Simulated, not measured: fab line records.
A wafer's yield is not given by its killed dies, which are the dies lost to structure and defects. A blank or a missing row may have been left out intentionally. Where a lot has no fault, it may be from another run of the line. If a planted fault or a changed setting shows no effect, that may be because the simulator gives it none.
One fault through the eyes of 2 desks | flow n5Finfet | every desk sees just its own numbers, and what lay behind them comes last

## DESK OF THE TOOL OWNER: lithoTrack-04
The tool's own readings at N5_BEOL_M3_COAT_05 (resist thk 30 nm): means of the sampled wafers that have a number, for each lot that ran on this tool. Any lot whose mean is over 4 standard deviations away from the usual mean is out of limits and marked OUT; that distance is given in the brackets.
Columns: A = dispensePressureKPa at N5_BEOL_M3_COAT_05, usual 48 kPa; B = spinSpeedRpm at N5_BEOL_M3_COAT_05, usual 1500.0 rpm
lot  | first seen here | A  | B
L248 | day 9 13:40     | 54 | 1501.5
L254 | day 10 21:51    | 54 | 1288.6 (-99 or more) OUT
L256 | day 10 22:53    | 54 | 1288.3 (-99 or more) OUT
This desk's finding: out of limits on L254, L256; first on L254, day 10 21:51 (spinSpeedRpm at N5_BEOL_M3_COAT_05). L248 stayed within limits.

## METROLOGY DESK
What the gauges read, lot by lot, whatever tool the lot ran on: means of the sampled wafers that have a number. Any lot whose mean is over 4 standard deviations away from the usual mean is out of limits and marked OUT; that distance is given in the brackets. Of its 10 readings 7 are shown: those that lie furthest out on some lot.
Columns: A = DIBL_N at N5_BEOL_M4_RC_MEAS_101, usual 36.4 mV/V; B = DIBL_P at N5_BEOL_M4_RC_MEAS_101, usual 36 mV/V; C = IOFF_N at N5_BEOL_M4_RC_MEAS_101, usual 0.16 nA/um; D = IOFF_P at N5_BEOL_M4_RC_MEAS_101, usual 0.21 nA/um; E = ION_N at N5_BEOL_M4_RC_MEAS_101, usual 677 uA/um; F = ION_P at N5_BEOL_M4_RC_MEAS_101, usual 464 uA/um; G = VT_P at N5_BEOL_M4_RC_MEAS_101, usual -251 mV
lot  | first seen here | A    | B  | C    | D    | E   | F   | G
L248 | day 10 16:52    | 33.0 | 34 | 0.12 | 0.17 | 668 | 460 | -252
L254 | day 11 23:21    | 38.0 | 41 | 0.19 | 0.25 | 687 | 473 | -250
L256 | day 12 11:19    | 38.8 | 39 | 0.22 | 0.25 | 684 | 463 | -249
L264 | day 14 07:36    | 33.6 | 34 | 0.12 | 0.13 | 653 | 445 | -259
Finding of this desk: none of the 4 lots has anything out of limits.

## ALL TOGETHER
On L254, L256, at day 10 21:51, an alarm was possible from the tool owner's desk.
At the metrology desk, nothing out of limits was observed.
The metrology desk has L254, L256 on record, within its limits.
The lots listed all ran N5_BEOL_M3_COAT_05 on lithoTrack-04.

## WHAT HAD BEEN PUT IN BY THE SIMULATOR
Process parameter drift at N5_BEOL_M3_COAT_05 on lithoTrack-04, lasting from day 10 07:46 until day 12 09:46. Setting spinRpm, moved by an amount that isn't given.
Struck lots among those shown: L254, L256.
How many hours passed from the start of the fault until each desk's first out-of-limits reading: the tool owner's desk, 14.
